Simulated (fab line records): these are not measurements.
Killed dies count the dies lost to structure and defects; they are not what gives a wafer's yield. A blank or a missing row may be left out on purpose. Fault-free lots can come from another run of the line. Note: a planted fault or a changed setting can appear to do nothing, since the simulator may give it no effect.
Comparing a struck lot with a sound one / flow nand harc / 14 out of 1302 route steps
Sound: wafers L680.1, L680.5, L680.6. Wafers L677.3, L677.4, L677.6 were the ones struck. The cause is named last.
Each step with rows lists, per side, the tool, then ch with its chambers, then its first start. Under that, the readings that differ: sound wafers / struck wafers / difference of the means / sigmas: that difference in standard deviations of wafers without a fault.
alike: words and numbers the same on both sides, and readings whose means are apart by under 2 such deviations; not compared: readings that were withheld, readings missing a value for some wafer, numbers with overlapping values and no deviation given by the record, and bounds like >300 which may hide the same value.
The two part at a step that has a row with sigmas, a row that says differs or no value, or rows on one side only. Numbers that have no deviation but don't overlap get no sigmas and don't part them. A reading that every wafer of one side lacks parts them only if that side has two wafers or more.

NHARC_A_SLIT_ETCH_26: etches the open film in C4F8/O2/Ar, time 90 s, target depth 400 nm.
  sound on har etch-01 ch 0,1, day 25 04:37; struck on har etch-02 ch 0,1, day 23 08:22
reading=showerhead plenum p Torr (Torr); sound=3.49 3.49 3.63; struck=3.93 3.93 3.93; difference=+0.39; sigmas=+2
  alike: drypump motor current A, throttle valve pct
  not compared: rf hours counter h
then, 1 step without rows for these wafers: NHARC_A_SLIT_STRIP_28 (strips in O2/COS).
NHARC_A_SLIT_ETCH_29: etches the open film in CF4/O2, target depth 100 nm, overetch 10 nm, time 55 s.
  sound on rie diel-12 ch 0,2,3, day 25 05:28; struck on rie diel-11 ch 0,1,2, day 23 09:11
  alike: drypump motor current A, oes product au, rf vpp V, showerhead plenum p Torr, throttle valve pct
  not compared: rf hours counter h
NHARC_A_SLIT_STRIP_18: strips in O2.
  sound: rie diel-12 ch 2,3; struck: rie diel-11 ch 1,2,3
  alike: drypump motor current A, oes product au, rf vpp V, showerhead plenum p Torr, throttle valve pct
  not compared: rf hours counter h
then, 2 steps without rows for these wafers: NHARC_A_SLIT_PRECLEAN_19 (cleans in SC1); NHARC_A_SLIT_SRD_20.
NHARC_A_SLIT_CD_MEAS_21:
  sound: cd sem-03 at day 25 05:59; struck: cd sem-01 at day 23 09:43
  alike: cd nm
then, 3 steps without rows for these wafers: NHARC_A_SIN_REMOVE_WET_00 (chemistry H3PO4, time 15300 s); NHARC_A_SIN_REMOVE_PRECLEAN_01 (cleans in SC1); NHARC_A_SIN_REMOVE_SRD_02.
NHARC_A_SIN_REMOVE_INSPECT_04:
  sound: defect inspect-01 at day 25 12:31; struck: defect inspect-01 at day 23 16:19
  alike: raw defect count
NHARC_A_WL_FILL_ALD_00: deposits Al2O3, target thk 3 nm, pulse time 3 s, ald cycles 30.
  sound on ald hk-04 ch 2,3, day 25 12:35; struck on ald hk-04 ch 1,2, day 23 16:23
  no value came back on the struck wafers for ald cycles, heater power outer w (W), heater power w (W), precursor pulse height rel; on the sound wafers ald cycles reads 30 30 30
NHARC_A_WL_FILL_RTA_01: time 5 s.
  sound on rtp anneal-02 ch 0, day 25 12:51; struck on rtp anneal-01 ch 0, day 23 16:42
reading=lamp power pct (%); sound=31.2 31.1 31.1; struck=28.7 28.6 28.6; difference=-2.5; sigmas=-2
reading=lamp_zone_6_pct (%); sound=31.1 31.1 31.1; struck=28.6 28.5 28.6; difference=-2.5; sigmas=-2
  alike: wafer_temp_C_max
-- the record jumps here: 5 days lie between the struck wafers' starts before and after (it left off in module A_WL_FILL and takes up again in module END, whose first step shown is number 1302 of the route) --
NHARC_END_SORT_01:
  here the record holds rows for the struck wafers (prober-02 ch 0, day 28 10:37) but none for the sound ones

WHERE THEY PART
At NHARC_A_SLIT_ETCH_26 first; at NHARC_END_SORT_01 last (within this record only).

WHY: what the simulator had put in
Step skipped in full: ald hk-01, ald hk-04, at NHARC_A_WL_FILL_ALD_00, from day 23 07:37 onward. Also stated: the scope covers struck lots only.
